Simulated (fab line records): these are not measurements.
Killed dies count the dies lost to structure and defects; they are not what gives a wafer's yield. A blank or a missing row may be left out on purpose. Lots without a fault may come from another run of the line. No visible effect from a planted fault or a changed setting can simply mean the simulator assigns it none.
Matching of chambers ; flow n5 finfet ; 3 sister chambers for N5_BEOL_M2_CO_CAP_55 on cvd co-01
The step material Co, precursor CCTBA/H2, target thk 2 nm, time 102.1 s. 6 wafers are shown with their chamber, then 9 later ones without.

EACH WAFER AND ITS CHAMBER
wafer;chamber;heater power outer w (W);heater power w (W)
L081.4;2;97;192
L081.5;0;122;236
L081.6;1;137;263
L084.4;2;98;195
L084.5;1;138;261
L084.6;0;123;240

WAFERS WHOSE CHAMBER IS MISSING
wafer;heater power outer w (W);heater power w (W)
L088.1;137;247
L088.3;123;240
L088.5;95;195
L093.1;140;255
L093.2;124;241
L093.4;96;195
L096.2;138;262
L096.3;126;243
L096.5;123;240

WHICH CHAMBER EACH WENT THROUGH
wafer;from the rows above;in truth
L088.1;1;1
L088.3;0;0
L088.5;2;2
L093.1;1;1
L093.2;0;0
L093.4;2;2
L096.2;1;1
L096.3;0;0
L096.5;0;0
9 of 9 placed correctly. Not placeable from these rows: 0. Placed wrongly: 0.
How it was worked out, from the rows above alone: a wafer's distance from a chamber is the root of the sum, over the readings, of the square of ((its reading less the chamber's mean) divided by the reading's scatter). If the next closest chamber is less than 2 further off than the closest, the wafer can't be placed; otherwise it belongs to the closest. The mean given for a chamber averages the wafers shown for that chamber. The scatter is the square root of a quotient: the sum, over the shown wafers, of each reading's squared deviation from its chamber's mean, divided by wafers minus chambers.
